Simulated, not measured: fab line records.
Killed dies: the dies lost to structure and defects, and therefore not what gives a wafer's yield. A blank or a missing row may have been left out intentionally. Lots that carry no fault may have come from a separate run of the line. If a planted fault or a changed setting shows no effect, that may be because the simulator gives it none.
Comparing a struck lot with a sound one | flow nandHarc | 26 out of 1302 route steps
Sound: these wafers, L182.4, L182.5, L182.6. The struck wafers were L196.1, L196.2, L196.6. The cause is named last.
For every step that has rows: the tool of each side, followed by ch and its chambers, followed by its first start. Under that, the readings that differ: sound wafers | struck wafers | difference of the means | sigmas: that difference in standard deviations of wafers without a fault.
alike: readings with means less than 2 such deviations apart, plus words and numbers identical on both sides. not compared: withheld readings, readings lacking a value on some wafer, bounds such as >300 that could conceal the same value, and numbers that have no deviation in the record and whose values overlap.
A row with sigmas, a row that says differs or no value, or rows on one side alone: a step with any of these is where the two part. Numbers that have no deviation but don't overlap get no sigmas and don't part them. A reading that every wafer of one side lacks parts them only if that side has two wafers or more.

NHARC_A_DECK1_JOINT_ETCHBACK_07: etches the open film in HBr, target depth 105 nm, time 26.9 s.
  sound on rieSi-06 ch 1,2,3, day 12 17:26; struck on rieSi-05 ch 1,3, day 18 21:18
  alike: drypumpMotorCurrentA, hbrFlowSccm, oesProductAu, throttleValvePct
  not compared: rfHoursCounterH
then, 8 steps without rows for these wafers: NHARC_A_DECK1_JOINT_ETCH_25 (etches SiO2 in dHF, target depth 0.5 nm); NHARC_A_DECK1_JOINT_ETCH_19 (etches poly-Si in TMAH, target depth 3 nm); NHARC_A_DECK1_JOINT_ETCH_18 (etches SiO2 in dHF, target depth 3 nm); NHARC_A_DECK1_JOINT_WET_08 (chemistry H3PO4, time 86 s); NHARC_A_DECK1_JOINT_ETCH_09 (etches SiO2 in dHF, target depth 5 nm); NHARC_A_DECK1_JOINT_WET_10 (chemistry H3PO4, time 86 s); NHARC_A_DECK1_JOINT_ETCH_11 (etches SiO2 in dHF, target depth 35 nm); NHARC_A_DECK1_JOINT_CVD_12 (deposits poly-Si, target thk 90 nm, time 1800 s).
NHARC_A_DECK1_JOINT_CMP_13: polishes, target thk 51.023 nm.
  sound on cmp-03 ch 1,2, day 13 03:43; struck on cmp-01 ch 0,2, day 19 07:23
  alike: edgeZonePressureFrac, motorCurrentA, timeToEndpointS
NHARC_A_DECK1_JOINT_THK_MEAS_14: measures by ellipsometry.
  sound: filmMetro-02 at day 13 03:57; struck: filmMetro-02 at day 19 07:37
  alike: thkNm
next, for these wafers, 1 step has no rows: NHARC_A_DECK1_JOINT_SRD_04.
NHARC_A_DECK1_JOINT_ETCHBACK_00: etches the open film in HBr, target depth 30 nm, time 17.4 s.
  sound on rieSi-06 ch 1,2,3, day 13 04:07; struck on rieSi-05 ch 0,2, day 19 07:45
  alike: drypumpMotorCurrentA, hbrFlowSccm, oesProductAu, throttleValvePct
  not compared: rfHoursCounterH
then, 8 steps without rows for these wafers: NHARC_A_DECK1_JOINT_PRECLEAN_30 (cleans in SC1); NHARC_A_DECK1_JOINT_SRD_31; NHARC_A_DECK1_JOINT_CVD_34 (deposits SiNx, target thk 20 nm); NHARC_A_DECK1_JOINT_DEP_06 (deposits SiOx, target thk 80 nm); NHARC_A_DECK1_JOINT_CURE_26 (time 32 s); NHARC_A_DECK1_JOINT_ANNEAL_27 (time 3600 s); NHARC_A_DECK1_JOINT_ANNEAL_28 (time 1800 s); NHARC_A_DECK1_JOINT_ANNEAL_29 (time 1800 s).
NHARC_A_DECK1_JOINT_CMP_02: polishes SiOx.
  sound on cmp-03 ch 0,1, day 14 06:46; struck on cmp-04 ch 1,2,3, day 20 03:37
  alike: edgeZonePressureFrac, motorCurrentA
next, for these wafers, 1 step has no rows: NHARC_A_DECK1_JOINT_SRD_15.
NHARC_A_DECK1_JOINT_DEP_16: deposits SiO2, target thk 45 nm.
  sound on pecvd-02 ch 0,1,2, day 14 07:14; struck on pecvd-02 ch 0,1,2, day 20 04:11
  alike: heaterPowerW, throttleValvePct
NHARC_A_DECK1_JOINT_THK_MEAS_17: measures by ellipsometry.
  sound: filmMetro-01 at day 14 07:26; struck: filmMetro-02 at day 20 04:26
  alike: thkNm
-- the record jumps here: 13 days lie between the struck wafers' starts before and after (it left off in module A_DECK1_JOINT and takes up again in module END, whose first step shown is number 1302 of the route) --
NHARC_END_SORT_01:
  sound on prober-02 ch 0, day 26 05:18; struck on prober-01 ch 0, day 32 19:14
reading       | sound    | struck      | difference | sigmas
killedAtArray | 35 17 32 | 145 181 157 | +133       | +7
killedDies    | 44 20 35 | 150 181 160 | +131       | +7
  alike: killedAtOther, killedAtPeriphery, killedOpen, killedShort

## WHERE THEY PART
Within this record, at NHARC_END_SORT_01 only.

WHY: what the simulator had put in
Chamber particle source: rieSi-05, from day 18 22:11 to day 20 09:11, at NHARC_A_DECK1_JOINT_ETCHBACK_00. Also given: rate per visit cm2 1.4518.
